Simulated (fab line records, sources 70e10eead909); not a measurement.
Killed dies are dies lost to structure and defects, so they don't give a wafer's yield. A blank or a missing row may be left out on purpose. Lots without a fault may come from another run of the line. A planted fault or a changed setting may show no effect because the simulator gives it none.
Which tool did it? | flow nand_harc | 14 lots, 42 wafers sampled, at 5 steps of a route of 1302

WHAT THE GAUGES READ, wafer by wafer
NHARC_A_SOURCE_PLATE_THK_MEAS_06: measures by ellipsometry.
lot  | measured     | on            | thk_nm (nm)
L494 | day 7 18:07  | film_metro-01 | 202.7 203.1 202.0
L495 | day 8 04:17  | film_metro-01 | 199.8 198.9 198.6
L496 | day 8 17:46  | film_metro-02 | 197.6 196.4 196.5
L497 | day 8 21:01  | film_metro-02 | 199.4 199.9 199.5
L498 | day 9 22:58  | film_metro-01 | 198.9 202.1 201.2
L499 | day 9 22:58  | film_metro-02 | 198.5 201.9 199.0
L501 | day 11 01:56 | film_metro-02 | 197.9 198.3 200.3
L502 | day 11 01:56 | film_metro-01 | 200.7 200.6 199.2
L504 | day 11 21:05 | film_metro-02 | 199.1 197.8 196.7
L510 | day 14 20:16 | film_metro-01 | 198.5 200.6 201.0
L511 | day 14 20:16 | film_metro-02 | 201.4 201.5 200.4
L513 | day 15 13:25 | film_metro-01 | 200.3 199.7 200.6
L516 | day 17 00:44 | film_metro-01 | 199.7 200.8 200.6
L517 | day 17 14:28 | film_metro-01 | 200.6 198.9 199.0

NHARC_A_ONON_D1_THK_MEAS_14: measures by ellipsometry.
lot  | measured     | on            | thk_nm (nm)
L494 | day 7 21:03  | film_metro-01 | 1016 1015 1015
L495 | day 8 07:12  | film_metro-01 | 998 999 999
L496 | day 8 20:40  | film_metro-02 | 985 983 983
L497 | day 8 23:57  | film_metro-01 | 1001 1000 1000
L498 | day 10 01:53 | film_metro-01 | 988 988 989
L499 | day 10 01:54 | film_metro-02 | 1016 1016 1015
L501 | day 11 04:52 | film_metro-02 | 999 998 998
L502 | day 11 04:51 | film_metro-01 | 1000 1001 1004
L504 | day 12 00:03 | film_metro-02 | 1004 1004 1007
L510 | day 14 23:11 | film_metro-01 | 990 991 989
L511 | day 14 23:10 | film_metro-01 | 1002 1004 1003
L513 | day 15 16:20 | film_metro-02 | 1002 1002 1001
L516 | day 17 03:39 | film_metro-01 | 1000 1000 998
L517 | day 17 17:22 | film_metro-02 | 1011 1012 1012

NHARC_A_ONON_D1_THK_MEAS_18: measures by ellipsometry.
lot  | measured     | on            | thk_nm (nm)
L494 | day 8 08:13  | film_metro-02 | 997 999 998
L495 | day 8 15:01  | film_metro-02 | 991 992 990
L496 | day 9 04:53  | film_metro-01 | 987 988 988
L497 | day 9 04:54  | film_metro-01 | 1002 1000 1000
L498 | day 10 11:48 | film_metro-02 | 999 1000 999
L499 | day 10 11:48 | film_metro-01 | 978 981 979
L501 | day 11 12:28 | film_metro-01 | 1000 999 999
L502 | day 11 12:28 | film_metro-02 | 997 993 995
L504 | day 12 07:52 | film_metro-02 | 1008 1007 1008
L510 | day 15 07:31 | film_metro-01 | 1516 1518 1519
L511 | day 15 07:31 | film_metro-02 | 997 996 998
L513 | day 16 00:08 | film_metro-01 | 1518 1519 1517
L516 | day 17 13:10 | film_metro-01 | 991 991 991
L517 | day 18 00:58 | film_metro-01 | 1004 1004 1005

NHARC_END_SORT_01.
lot  | measured     | on        | killed_at_array | killed_at_other | killed_at_periphery | killed_dies | killed_open | killed_short
L502 | day 28 10:03 | prober-01 | 96 74 66        | 0 0 0           | 2 5 2               | 98 79 68    | 3 4 2       | 3 4 6
L504 | day 28 19:38 | prober-02 | 60 57 72        | 1 1 1           | 5 3 1               | 66 61 74    | 5 3 1       | 5 5 2
L510 | day 31 13:25 | prober-01 | 676 673 675     | 0 1 0           | 1 3 2               | 677 677 677 | 4 3 4       | 4 4 2
L513 | day 32 08:52 | prober-01 | 671 676 673     | 1 0 0           | 5 1 4               | 677 677 677 | 1 4 3       | 0 2 1

WHICH TOOL RAN EACH LOT (tool, then ch and the chambers of the sampled wafers, then the start)
lot  | NHARC_A_ONON_D1_DEP_16
L494 | pecvd_onon-01 ch 0, day 8 07:45
L495 | pecvd_onon-04 ch 0, day 8 14:30
L496 | pecvd_onon-04 ch 0, day 9 04:23
L497 | pecvd_onon-01 ch 0, day 9 04:23
L498 | pecvd_onon-02 ch 0, day 10 11:17
L499 | pecvd_onon-04 ch 0, day 10 11:20
L501 | pecvd_onon-04 ch 0, day 11 11:58
L502 | pecvd_onon-01 ch 0, day 11 12:01
L504 | pecvd_onon-04 ch 0, day 12 07:21
L510 | pecvd_onon-01 ch 0, day 15 07:00
L511 | pecvd_onon-04 ch 0, day 15 07:00
L513 | pecvd_onon-01 ch 0, day 15 23:37
L516 | pecvd_onon-04 ch 0, day 17 12:43
L517 | pecvd_onon-02 ch 0, day 18 00:31
- NHARC_A_ONON_D1_DEP_16: target thk 1000 nm.

WHAT THE TOOLS THEMSELVES READ (means of the sampled wafers that have a number; where no wafer has one, the mark that the record gives instead)
NHARC_A_ONON_D1_DEP_16.
lot  | tool          | n2_flow_sccm (sccm)
L494 | pecvd_onon-01 | 2747
L495 | pecvd_onon-04 | 2745
L496 | pecvd_onon-04 | 2763
L497 | pecvd_onon-01 | 2736
L498 | pecvd_onon-02 | 2740
L499 | pecvd_onon-04 | 2758
L501 | pecvd_onon-04 | 2753
L502 | pecvd_onon-01 | 2747
L504 | pecvd_onon-04 | 2742
L510 | pecvd_onon-01 | 2747
L511 | pecvd_onon-04 | 2751
L513 | pecvd_onon-01 | 2758
L516 | pecvd_onon-04 | 2742
L517 | pecvd_onon-02 | 2738

THE ANSWER, worked out from the rows above alone
Rule: what is usual is taken from the lots themselves. Put in order of their means at a reading, lots are off if they are a third of the lots or fewer, leave a main group of 4 or more, and stand apart from it by a gap of 3 or more times the standard deviation of the main group's means; of several such gaps the widest counts. A main group whose means are all the same, to the digits that the tables above print for the reading, isn't used. A lot without any number at a reading at which 4 lots or more have one is off too. The other lots that the step has rows for count as sound. The gauges are gone through in route order, then the tools' own readings, and for those a lot's mean is taken as printed above. The first step at which some lot is off is used, and at that step the reading that is off furthest; a lot without a number counts as furthest.
Off: L510, L513, at NHARC_A_ONON_D1_THK_MEAS_18 (thk_nm). The main group: mean 996 nm, standard deviation 7.4.
A tool fits if, at a process step before that reading, it ran every lot that is off, and no sound lot after the first of them. The gauges at NHARC_A_ONON_D1_THK_MEAS_18 are tried like those tools. One fits: pecvd_onon-01 at NHARC_A_ONON_D1_DEP_16. Its last sound lot is L502 (day 11 12:01), its first lot that is off L510 (day 15 07:00): a fault that began between those two fits.

WHAT THE SIMULATOR HAD PUT IN
Process parameter drift: pecvd_onon-01, from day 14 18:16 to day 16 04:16, at NHARC_A_ONON_D1_DEP_16. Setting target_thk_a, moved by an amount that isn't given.
Lots struck among those shown: L510, L513. The rule above found the same.
